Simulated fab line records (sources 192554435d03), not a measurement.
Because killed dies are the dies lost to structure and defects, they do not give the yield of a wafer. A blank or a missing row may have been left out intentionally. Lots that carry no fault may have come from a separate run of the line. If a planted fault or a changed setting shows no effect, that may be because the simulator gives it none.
fab line records	flow n5Finfet
[record] lots = 24	wafers = 72	lastDay = 19
route steps=1938 shown BEOL_M14@1766 BEOL_M15@1785 MIM_BOT@1832 MIM_TOP@1834
lots with no fault: from the same line, run without faults
startH: hours from the record's first day to the start of the lot's first wafer shown	waitH: hours since the lot's step before	" same as the row above	L1.1+2: one row covering several wafers at once	- no value, or no start was given	* or withheld: withheld	< > ~ a bound
route shown NAME@n: a module of which the file shows steps, and the number in the route of the first	usual: mean and standard deviation over wafers with no fault	same: alike in all rows	chamber/n: place in a boat	sites: readings site by site	_std_site: the values' standard deviation	_edge_site: outer sites' mean less inner sites'	radiusMm: how far each site lies from the wafer's centre	mask NAME#n: copy n	behind: tool/chamber where the wafer was last shaped	hold: why the lot was held/for how many hours/how that ended	device: which transistor (n, p or np) failed to switch	end of line: tests of these same wafers at the route's end	where a step has no rows: the recipe by itself	killed: the dies lost at the first sort to structure and to defects; this is not the yield of the wafer	map: a wafer's dies, marking killed ones x, the rest . and places with no die _
set.NAME: the setting the step ran with; set.NAME@STEP: the setting that earlier step ran with	model.NAME: the simulator's own value behind a step, which no gauge read
the route's steps for a sample of lots (tables are steps, rows are wafers)
services: from which hour (startH, from the record's first day; less than 0 if before it) a tool's chamber was out of use, for how many hours, and why
[[steps]]
[step N5_BEOL_M14_ANNEAL_48]
[recipe] tempC = 225	timeS = 90	ambient = N2
[usual] annealTempC = 224.99/0.18	wafer_temp_C_max = 226.1/0.54
lot.wafer	tool	chamber	startH	waitH	annealTempC	wafer_temp_C_max
L074.2	rtpAnneal-01	0	275.14	0.2	225.03	226.5
L074.3	"	0	"	"	225.16	226.5
L074.5	"	0	"	"	225.00	227.4
L075.2	rtpAnneal-01	0	286.88	0.2	225.11	226.3
L075.4	"	0	"	"	224.86	226.8
L075.6	"	0	"	"	224.90	226.8
L077.2	rtpAnneal-02	0	293.15	0.2	225.23	225.2
L077.4	"	0	"	"	225.14	225.4
L077.6	"	0	"	"	224.92	225.0
L076.1	rtpAnneal-02	0	307.80	0.1	225.05	225.5
L076.2	"	0	"	"	225.02	225.3
L076.5	"	0	"	"	224.86	225.5
L078.2	rtpAnneal-02	0	309.28	1.3	225.08	225.2
L078.3	"	0	"	"	225.12	225.3
L078.5	"	0	"	"	225.13	225.2
L079.1	rtpAnneal-01	0	312.69	0.1	224.90	226.6
L079.2	"	0	"	"	224.91	227.3
L079.4	"	0	"	"	225.08	226.6
L080.3	rtpAnneal-01	0	317.32	0.2	225.05	226.4
L080.5	"	0	"	"	225.01	226.4
L080.6	"	0	"	"	224.96	226.4
L081.2	rtpAnneal-01	0	329.54	0.2	225.04	226.1
L081.3	"	0	"	"	224.92	226.3
L081.5	"	0	"	"	224.96	226.5
L082.1	rtpAnneal-02	0	335.67	0.1	224.98	225.6
L082.3	"	0	"	"	225.07	225.6
L082.4	"	0	"	"	224.91	226.0
L083.1	rtpAnneal-02	0	339.33	0.2	225.21	225.5
L083.3	"	0	"	"	224.76	225.6
L083.5	"	0	"	"	224.96	225.5
L086.1	rtpAnneal-01	0	342.31	0.4	225.28	226.0
L086.3	"	0	"	"	225.06	226.1
L086.4	"	0	"	"	225.19	227.0
L084.2	rtpAnneal-01	0	345.49	0.2	224.97	226.7
L084.4	"	0	"	"	224.83	226.0
L084.6	"	0	"	"	224.98	226.8
L085.1	rtpAnneal-01	0	358.88	0.3	224.91	226.7
L085.4	"	0	"	"	224.97	226.4
L085.5	"	0	"	"	224.83	226.2
L087.1	rtpAnneal-01	0	365.13	0.5	224.66	226.8
L087.2	"	0	"	"	224.50	226.8
L087.5	"	0	"	"	224.84	226.6
L088.2	rtpAnneal-01	0	369.86	0.4	225.05	226.7
L088.3	"	0	"	"	225.19	226.1
L088.5	"	0	"	"	224.65	226.6
L089.2	rtpAnneal-01	0	372.23	1.5	224.79	226.4
L089.3	"	0	"	"	224.76	226.3
L089.4	"	0	"	"	224.70	226.5
L090.1	rtpAnneal-02	0	375.79	0.1	225.23	225.4
L090.3	"	0	"	"	225.31	225.7
L090.6	"	0	"	"	225.04	225.5
L092.1	rtpAnneal-02	0	390.98	0.2	225.07	225.7
L092.5	"	0	"	"	225.11	225.7
L092.6	"	0	"	"	225.39	225.6
L093.2	rtpAnneal-01	0	391.28	0.2	225.20	226.5
L093.4	"	0	"	"	225.01	226.2
L093.6	"	0	"	"	224.99	226.2
L091.2	rtpAnneal-02	0	391.29	0.2	225.01	226.0
L091.5	"	0	"	"	225.15	226.0
L091.6	"	0	"	"	225.12	225.7
L094.2	rtpAnneal-01	0	394.29	0.2	225.15	226.5
L094.5	"	0	"	"	224.87	226.2
L094.6	"	0	"	"	225.08	226.9
L095.2	rtpAnneal-01	0	404.93	0.6	224.55	226.4
L095.5	"	0	"	"	224.74	226.6
L095.6	"	0	"	"	224.94	226.1
L097.2	rtpAnneal-02	0	424.31	0.3	225.45	225.2
L097.3	"	0	"	"	225.29	225.3
L097.5	"	0	"	"	224.88	225.4
L096.1	rtpAnneal-02	0	429.59	0.3	224.93	225.4
L096.3	"	0	"	"	224.82	225.7
L096.4	"	0	"	"	224.61	225.2
[step N5_BEOL_M15_INSPECT_12]
[recipe] mode = adi	inspectInstrument = macro
[usual] rawDefectCount = 2.4/1.3
lot.wafer	tool	chamber	startH	waitH	rawDefectCount
L074.2	defectInspect-01	-	276.49	0.0	4
L074.3	"	-	"	"	4
L074.5	"	-	"	"	4
L075.2	defectInspect-01	-	288.55	0.0	2
L075.4	"	-	"	"	1
L075.6	"	-	"	"	5
L077.2	defectInspect-01	-	294.50	0.0	3
L077.4	"	-	"	"	3
L077.6	"	-	"	"	1
L076.1	defectInspect-02	-	309.32	0.0	2
L076.2	"	-	"	"	1
L076.5	"	-	"	"	2
L078.2	defectInspect-02	-	310.76	0.0	1
L078.3	"	-	"	"	1
L078.5	"	-	"	"	2
L079.1	defectInspect-02	-	314.22	0.0	2
L079.2	"	-	"	"	2
L079.4	"	-	"	"	3
L080.3	defectInspect-01	-	318.63	0.0	2
L080.5	"	-	"	"	1
L080.6	"	-	"	"	1
L081.2	defectInspect-02	-	331.17	0.0	1
L081.3	"	-	"	"	1
L081.5	"	-	"	"	2
L082.1	defectInspect-02	-	337.19	0.0	1
L082.3	"	-	"	"	3
L082.4	"	-	"	"	0
L083.1	defectInspect-02	-	340.85	0.0	2
L083.3	"	-	"	"	1
L083.5	"	-	"	"	4
L086.1	defectInspect-01	-	343.70	0.0	1
L086.3	"	-	"	"	4
L086.4	"	-	"	"	5
L084.2	defectInspect-01	-	346.98	0.0	1
L084.4	"	-	"	"	2
L084.6	"	-	"	"	3
L085.1	defectInspect-01	-	360.39	0.0	3
L085.4	"	-	"	"	5
L085.5	"	-	"	"	4
L087.1	defectInspect-01	-	366.64	0.0	5
L087.2	"	-	"	"	2
L087.5	"	-	"	"	2
L088.2	defectInspect-02	-	371.36	0.0	2
L088.3	"	-	"	"	2
L088.5	"	-	"	"	1
L089.2	defectInspect-01	-	373.70	0.0	3
L089.3	"	-	"	"	0
L089.4	"	-	"	"	4
L090.1	defectInspect-01	-	377.20	0.0	1
L090.3	"	-	"	"	3
L090.6	"	-	"	"	1
L092.1	defectInspect-01	-	392.62	0.0	1
L092.5	"	-	"	"	3
L092.6	"	-	"	"	4
L093.2	defectInspect-01	-	392.78	0.0	5
L093.4	"	-	"	"	4
L093.6	"	-	"	"	3
L091.2	defectInspect-01	-	392.82	0.0	3
L091.5	"	-	"	"	2
L091.6	"	-	"	"	0
L094.2	defectInspect-01	-	395.67	0.0	3
L094.5	"	-	"	"	3
L094.6	"	-	"	"	4
L095.2	defectInspect-01	-	406.31	0.0	2
L095.5	"	-	"	"	4
L095.6	"	-	"	"	6
L097.2	defectInspect-01	-	425.65	0.0	3
L097.3	"	-	"	"	1
L097.5	"	-	"	"	2
L096.1	defectInspect-02	-	430.99	0.0	1
L096.3	"	-	"	"	2
L096.4	"	-	"	"	2
[step N5_BEOL_M15_STRIP_64]
[recipe] chemistry = O2	powerW = 600	tempC = 60	pressureMtorr = 30	rfFrequencyHz = 6e+07	biasPowerW = 0	overashFraction = 0.3	o2FlowSccm = 225
[usual] drypumpMotorCurrentA = 5.8/0.63	oesProductAu = 0.80/0.078	rfVppV = 3.7/0.5	showerheadPlenumPTorr = 2.11/0.073	throttleValvePct = 16.67/0.18
lot.wafer	tool	chamber	startH	waitH	drypumpMotorCurrentA	oesProductAu	rfHoursCounterH	rfVppV	showerheadPlenumPTorr	throttleValvePct
L074.2	rieDiel-06	1	-	-	4.9	0.71	230	3.8	2.08	16.83
L074.3	"	2	"	"	6.6	0.89	37	4.0	2.13	16.64
L074.5	"	3	"	"	5.1	0.69	-	4.3	1.98	17.09
L075.2	rieDiel-04	2	-	-	6.2	0.74	161	3.5	2.02	16.91
L075.4	"	3	"	"	5.8	0.85	57	4.7	2.13	16.53
L075.6	"	1	"	"	5.9	0.74	-	4.3	2.17	16.76
L077.2	rieDiel-04	3	-	-	5.8	0.86	59	3.0	2.13	16.51
L077.4	"	2	"	"	6.2	0.74	162	3.9	2.02	16.91
L077.6	"	1	"	"	5.9	0.75	-	3.6	2.17	16.80
L076.1	rieDiel-04	2	-	-	6.2	0.75	167	3.8	2.02	16.93
L076.2	"	0	"	"	5.4	0.88	52	4.1	2.23	16.50
L076.5	"	1	"	"	5.9	0.74	-	4.2	2.17	16.79
L078.2	rieDiel-06	2	-	-	6.6	0.87	46	2.8	2.13	16.64
L078.3	"	3	"	"	5.1	0.69	242	3.7	1.98	17.11
L078.5	"	2	"	"	6.6	0.87	-	4.1	2.13	16.64
L079.1	rieDiel-06	1	-	-	4.9	0.71	238	3.2	2.07	16.84
L079.2	"	3	"	"	5.1	0.69	244	3.7	1.98	17.11
L079.4	"	0	"	"	6.3	0.84	67	3.9	2.13	16.44
L080.3	rieDiel-04	0	-	-	5.3	0.87	54	4.2	2.23	16.51
L080.5	"	1	"	"	5.9	0.73	-	3.4	2.17	16.80
L080.6	"	2	"	"	6.2	0.73	-	3.3	2.02	16.93
L081.2	rieDiel-01	2	-	-	4.9	0.72	190	4.6	2.00	16.76
L081.3	"	0	"	"	5.5	0.78	117	3.2	2.11	16.59
L081.5	"	1	"	"	6.7	0.76	-	3.6	2.11	16.66
L082.1	rieDiel-01	1	-	-	6.8	0.76	130	3.6	2.11	16.67
L082.3	"	0	"	"	5.4	0.78	119	3.4	2.11	16.59
L082.4	"	3	"	"	5.4	0.83	49	3.9	2.04	16.33
L083.1	rieDiel-01	1	-	-	6.8	0.77	131	3.1	2.11	16.67
L083.3	"	2	"	"	4.9	0.72	193	3.3	2.00	16.76
L083.5	"	1	"	"	6.7	0.77	-	3.5	2.11	16.66
L086.1	rieDiel-04	0	-	-	5.3	0.87	61	3.7	2.23	16.52
L086.3	"	3	"	"	5.9	0.83	73	4.1	2.13	16.56
L086.4	"	2	"	"	6.2	0.73	177	3.9	2.02	16.95
L084.2	rieDiel-06	1	-	-	4.9	0.70	251	3.7	2.07	16.84
L084.4	"	0	"	"	6.2	0.82	-	3.2	2.12	16.48
L084.6	"	1	"	"	5.0	0.70	-	3.7	2.07	16.86
L085.1	rieDiel-01	2	-	-	4.9	0.72	199	3.0	1.99	16.77
L085.4	"	3	"	"	5.4	0.84	56	3.4	2.04	16.34
L085.5	"	3	"	"	5.4	0.83	-	3.8	2.04	16.36
L087.1	rieDiel-06	0	-	-	6.3	0.82	88	3.4	2.12	16.50
L087.2	"	2	"	"	6.6	0.84	67	3.6	2.12	16.68
L087.5	"	3	"	"	5.1	0.97	-	3.9	2.24	16.66
L088.2	rieDiel-04	0	-	-	5.3	0.86	69	3.4	2.22	16.55
L088.3	"	2	"	"	6.2	0.73	186	3.9	2.01	16.96
L088.5	"	0	"	"	5.4	0.86	-	3.0	2.22	16.54
L089.2	rieDiel-06	2	-	-	6.6	0.83	70	4.1	2.12	16.68
L089.3	"	0	"	"	6.3	0.82	91	4.8	2.12	16.49
L089.4	"	2	"	"	6.6	0.83	-	4.2	2.12	16.69
L090.1	rieDiel-06	0	-	-	6.2	0.82	92	3.8	2.12	16.50
L090.3	"	3	"	"	5.1	0.96	9	3.4	2.24	16.69
L090.6	"	2	"	"	6.6	0.83	-	2.9	2.12	16.70
L092.1	rieDiel-01	0	-	-	5.4	0.78	136	3.6	2.10	16.61
L092.5	"	2	"	"	4.8	0.71	-	3.6	1.99	16.78
L092.6	"	1	"	"	6.7	0.76	-	3.2	2.10	16.70
L093.2	rieDiel-04	1	-	-	5.9	0.72	209	2.9	2.16	16.84
L093.4	"	3	"	"	5.8	0.82	88	3.3	2.12	16.58
L093.6	"	3	"	"	5.9	0.82	-	3.2	2.12	16.59
L091.2	rieDiel-06	0	-	-	6.2	0.81	97	4.1	2.12	16.52
L091.5	"	2	"	"	6.6	0.82	-	3.9	2.11	16.71
L091.6	"	1	"	"	4.9	0.97	-	3.6	2.07	16.41
L094.2	rieDiel-06	0	-	-	6.3	0.82	98	3.4	2.12	16.52
L094.5	"	3	"	"	5.1	0.94	-	3.7	2.23	16.70
L094.6	"	2	"	"	6.6	0.83	-	2.3	2.11	16.70
L095.2	rieDiel-06	2	-	-	6.6	0.82	81	3.3	2.11	16.71
L095.5	"	3	"	"	5.1	0.94	-	4.0	2.23	16.70
L095.6	"	2	"	"	6.6	0.82	-	3.5	2.11	16.73
L097.2	rieDiel-04	1	-	-	5.9	0.71	218	3.6	2.16	16.87
L097.3	"	2	"	"	6.2	0.71	202	4.0	2.01	16.97
L097.5	"	3	"	"	5.9	0.81	-	4.0	2.12	16.60
L096.1	rieDiel-01	2	-	-	4.9	0.69	218	3.8	1.99	16.81
L096.3	"	1	"	"	6.7	0.75	155	4.0	2.10	16.71
L096.4	"	3	"	"	5.4	0.80	75	4.2	2.04	16.38
[step N5_BEOL_M15_RS_MEAS_54]
[recipe] thkMeasGauge = four-point-probe	reads = Cu_of_BEOL_M15_ECD_47+Ta_of_BEOL_M15_SPUTTER_44+TaN_of_BEOL_M15_SPUTTER_43
[usual] M15_RS = 0.02146/0.00027
lot.wafer	tool	chamber	startH	waitH	M15_RS[ohm/sq]
L074.2	filmMetro-01	-	282.46	0.1	0.02164
L074.3	"	-	"	"	0.02135
L074.5	"	-	"	"	0.02149
L075.2	filmMetro-02	-	293.50	0.1	0.02168
L075.4	"	-	"	"	0.02142
L075.6	"	-	"	"	0.02122
L077.2	filmMetro-01	-	299.58	0.1	0.02181
L077.4	"	-	"	"	0.02094
L077.6	"	-	"	"	0.02118
L078.2	filmMetro-01	-	314.95	0.1	0.02145
L078.3	"	-	"	"	0.0212
L078.5	"	-	"	"	0.02157
L076.1	filmMetro-01	-	317.75	0.0	0.02132
L076.2	"	-	"	"	0.02164
L076.5	"	-	"	"	0.02134
L079.1	filmMetro-02	-	318.22	0.0	0.02174
L079.2	"	-	"	"	0.02165
L079.4	"	-	"	"	0.02122
L080.3	filmMetro-01	-	326.30	0.1	0.0215
L080.5	"	-	"	"	0.02118
L080.6	"	-	"	"	0.02154
L081.2	filmMetro-01	-	336.59	0.1	0.02159
L081.3	"	-	"	"	0.02166
L081.5	"	-	"	"	0.02155
L082.1	filmMetro-02	-	342.27	0.0	0.0212
L082.3	"	-	"	"	0.02122
L082.4	"	-	"	"	0.02107
L083.1	filmMetro-02	-	346.11	0.0	0.02154
L083.3	"	-	"	"	0.02138
L083.5	"	-	"	"	0.02124
L086.1	filmMetro-01	-	349.20	0.0	0.02141
L086.3	"	-	"	"	0.02184
L086.4	"	-	"	"	0.02147
L084.2	filmMetro-02	-	353.42	0.1	0.02185
L084.4	"	-	"	"	0.02157
L084.6	"	-	"	"	0.02146
L085.1	filmMetro-02	-	365.31	0.0	0.02105
L085.4	"	-	"	"	0.02132
L085.5	"	-	"	"	0.02094
L087.1	filmMetro-01	-	372.37	0.0	0.02151
L087.2	"	-	"	"	0.02154
L087.5	"	-	"	"	0.0216
L088.2	filmMetro-02	-	377.70	0.1	0.02107
L088.3	"	-	"	"	0.02148
L088.5	"	-	"	"	0.02131
L089.2	filmMetro-02	-	378.13	0.1	0.02149
L089.3	"	-	"	"	0.02104
L089.4	"	-	"	"	0.02152
L090.1	filmMetro-02	-	380.89	0.0	0.02126
L090.3	"	-	"	"	0.02147
L090.6	"	-	"	"	0.02142
L092.1	filmMetro-02	-	401.36	0.1	0.02143
L092.5	"	-	"	"	0.02143
L092.6	"	-	"	"	0.02107
L093.2	filmMetro-01	-	401.72	0.1	0.02201
L093.4	"	-	"	"	0.02206
L093.6	"	-	"	"	0.02192
L091.2	filmMetro-02	-	402.18	0.1	0.02135
L091.5	"	-	"	"	0.02156
L091.6	"	-	"	"	0.02193
L094.2	filmMetro-02	-	402.48	0.1	0.0219
L094.5	"	-	"	"	0.02178
L094.6	"	-	"	"	0.02126
L095.2	filmMetro-01	-	409.95	0.1	0.02141
L095.5	"	-	"	"	0.02111
L095.6	"	-	"	"	0.02131
L097.2	filmMetro-01	-	430.05	0.1	0.02139
L097.3	"	-	"	"	0.02146
L097.5	"	-	"	"	0.02162
L096.1	filmMetro-01	-	435.75	0.0	0.02195
L096.3	"	-	"	"	0.02151
L096.4	"	-	"	"	0.02145
[step N5_MIM_BOT_DEGAS_01]
[recipe] ambient = vacuum	tempC = 300	timeS = 60
[usual] heaterPowerW = 455/23
lot.wafer	tool	chamber	startH	waitH	heaterPowerW
L074.2	pvdSputter-03	-	285.97	2.5	462
L074.3	"	-	"	"	477
L074.5	"	-	"	"	457
L075.2	pvdSputter-01	-	295.96	1.4	432
L075.4	"	-	"	"	399
L075.6	"	-	"	"	440
L077.2	pvdSputter-03	-	302.13	1.5	474
L077.4	"	-	"	"	466
L077.6	"	-	"	"	459
L078.2	pvdSputter-03	-	316.67	0.7	453
L078.3	"	-	"	"	441
L078.5	"	-	"	"	464
L076.1	pvdSputter-01	-	319.67	0.9	486
L076.2	"	-	"	"	455
L076.5	"	-	"	"	463
L079.1	pvdSputter-02	-	320.18	0.8	478
L079.2	"	-	"	"	446
L079.4	"	-	"	"	462
L080.3	pvdSputter-01	-	328.57	1.2	401
L080.5	"	-	"	"	472
L080.6	"	-	"	"	475
L081.2	pvdSputter-02	-	338.27	0.6	488
L081.3	"	-	"	"	432
L081.5	"	-	"	"	476
L082.1	pvdSputter-03	-	344.38	1.0	450
L082.3	"	-	"	"	463
L082.4	"	-	"	"	465
L083.1	pvdSputter-02	-	347.63	0.5	480
L083.3	"	-	"	"	442
L083.5	"	-	"	"	458
L086.1	pvdSputter-01	-	351.36	1.1	436
L086.3	"	-	"	"	396
L086.4	"	-	"	"	464
L084.2	pvdSputter-01	-	356.92	2.5	393
L084.4	"	-	"	"	460
L084.6	"	-	"	"	469
L085.1	pvdSputter-03	-	368.43	2.1	461
L085.4	"	-	"	"	477
L085.5	"	-	"	"	460
L087.1	pvdSputter-03	-	375.57	2.2	448
L087.2	"	-	"	"	446
L087.5	"	-	"	"	454
L088.2	pvdSputter-02	-	379.43	0.7	447
L088.3	"	-	"	"	462
L088.5	"	-	"	"	472
L089.2	pvdSputter-02	-	379.71	0.0	445
L089.3	"	-	"	"	453
L089.4	"	-	"	"	457
L090.1	pvdSputter-01	-	382.65	0.7	473
L090.3	"	-	"	"	441
L090.6	"	-	"	"	478
L092.1	pvdSputter-02	-	404.18	1.8	446
L092.5	"	-	"	"	487
L092.6	"	-	"	"	452
L093.2	pvdSputter-01	-	404.23	1.5	470
L093.4	"	-	"	"	398
L093.6	"	-	"	"	395
L091.2	pvdSputter-03	-	404.40	1.1	464
L091.5	"	-	"	"	468
L091.6	"	-	"	"	463
L094.2	pvdSputter-03	-	404.62	0.9	476
L094.5	"	-	"	"	461
L094.6	"	-	"	"	458
L095.2	pvdSputter-01	-	411.13	0.1	398
L095.5	"	-	"	"	469
L095.6	"	-	"	"	432
L097.2	pvdSputter-02	-	431.87	0.8	447
L097.3	"	-	"	"	444
L097.5	"	-	"	"	438
L096.1	pvdSputter-01	-	437.88	1.1	444
L096.3	"	-	"	"	399
L096.4	"	-	"	"	482
[step N5_MIM_TOP_ALD_00]
[recipe] material = Al2O3	targetThkA = *	tempC = withheld	aldPrecursorFamily = TMA	aldCoReactant = O3	pulseTimeS = withheld	purgeTimeS = 3	coReactantPurgeTimeS = withheld	coReactantPulseTimeS = 3	aldCycles = withheld
[usual] precursorPulseHeightRel = 0.999/0.022
lot.wafer	tool	chamber	startH	waitH	precursorPulseHeightRel
L074.2	aldHk-03	2	286.11	0.1	0.984
L074.3	"	0	"	"	0.997
L074.5	"	1	"	"	0.993
L075.2	aldHk-01	2	296.10	0.1	1.007
L075.4	"	1	"	"	0.997
L075.6	"	0	"	"	0.990
L077.2	aldHk-02	0	302.29	0.1	1.019
L077.4	"	1	"	"	0.980
L077.6	"	1	"	"	1.026
L078.2	aldHk-01	0	316.81	0.1	0.986
L078.3	"	1	"	"	0.994
L078.5	"	1	"	"	0.990
L076.1	aldHk-01	1	319.81	0.1	0.977
L076.2	"	3	"	"	0.974
L076.5	"	0	"	"	1.007
L079.1	aldHk-02	2	320.32	0.1	0.986
L079.2	"	3	"	"	1.009
L079.4	"	1	"	"	1.003
L080.3	aldHk-02	1	328.71	0.1	0.952
L080.5	"	3	"	"	0.986
L080.6	"	2	"	"	0.952
L081.2	aldHk-01	0	338.41	0.1	1.048
L081.3	"	1	"	"	0.984
L081.5	"	1	"	"	0.962
L082.1	aldHk-01	0	344.52	0.1	0.969
L082.3	"	2	"	"	1.040
L082.4	"	3	"	"	1.020
L083.1	aldHk-02	3	347.77	0.1	1.005
L083.3	"	0	"	"	0.984
L083.5	"	1	"	"	1.000
L086.1	aldHk-01	2	351.51	0.1	0.962
L086.3	"	1	"	"	1.032
L086.4	"	0	"	"	0.989
L084.2	aldHk-02	0	357.06	0.1	0.993
L084.4	"	1	"	"	1.005
L084.6	"	0	"	"	1.023
L085.1	aldHk-01	3	368.58	0.1	0.982
L085.4	"	1	"	"	0.992
L085.5	"	0	"	"	0.982
L087.1	aldHk-03	1	375.71	0.1	0.967
L087.2	"	0	"	"	1.014
L087.5	"	3	"	"	0.997
L088.2	aldHk-01	3	379.57	0.1	0.999
L088.3	"	0	"	"	1.018
L088.5	"	1	"	"	1.015
L089.2	aldHk-02	3	379.85	0.1	1.000
L089.3	"	1	"	"	0.979
L089.4	"	0	"	"	0.982
L090.1	aldHk-03	1	382.79	0.1	0.964
L090.3	"	2	"	"	1.001
L090.6	"	0	"	"	1.024
L092.1	aldHk-03	3	404.32	0.1	0.991
L092.5	"	1	"	"	1.022
L092.6	"	0	"	"	1.023
L093.2	aldHk-01	1	404.37	0.1	1.001
L093.4	"	0	"	"	0.976
L093.6	"	2	"	"	0.984
L091.2	aldHk-02	2	404.54	0.1	1.004
L091.5	"	0	"	"	1.018
L091.6	"	3	"	"	1.036
L094.2	aldHk-03	2	404.76	0.1	1.013
L094.5	"	1	"	"	0.989
L094.6	"	0	"	"	0.990
L095.2	aldHk-01	2	411.27	0.1	1.000
L095.5	"	3	"	"	0.971
L095.6	"	2	"	"	1.010
L097.2	aldHk-03	0	432.01	0.1	1.013
L097.3	"	2	"	"	0.987
L097.5	"	1	"	"	0.960
L096.1	aldHk-02	3	438.02	0.1	0.992
L096.3	"	1	"	"	1.010
L096.4	"	0	"	"	1.011
[[services]]
tool	chamber	startH	hours	kind
rieDiel-04	2	255.92	2.1	repair
rieDiel-01	3	261.33	9.2	repair
pvdSputter-01	-	283.92	0.7	repair
rieDiel-01	-	326.60	0.4	repair
rieDiel-06	3	333.41	3.6	repair
rieDiel-06	3	337.04	-	clean
rieDiel-06	3	337.04	-	consumableReplace:focusRing
rieDiel-06	3	337.04	-	consumableReplace:showerhead
rieDiel-06	3	337.04	15.9	scheduledDown
rieDiel-06	3	337.04	15.9	ventCycle
rieDiel-01	-	344.99	2.8	pm
rieDiel-06	1	353.26	-	clean
rieDiel-06	1	353.26	-	consumableReplace:focusRing
rieDiel-06	1	353.26	20.5	scheduledDown
rieDiel-06	1	353.26	20.5	ventCycle
pvdSputter-02	-	359.51	2.0	repair
aldHk-03	-	370.12	1.1	repair
aldHk-02	-	371.26	0.8	repair
rieDiel-01	1	375.05	1.9	repair
rieDiel-06	3	387.37	2.9	repair
aldHk-02	-	425.82	0.9	repair
aldHk-03	-	434.48	8.7	pm
aldHk-01	-	437.10	0.2	repair
[[key]]
fault none
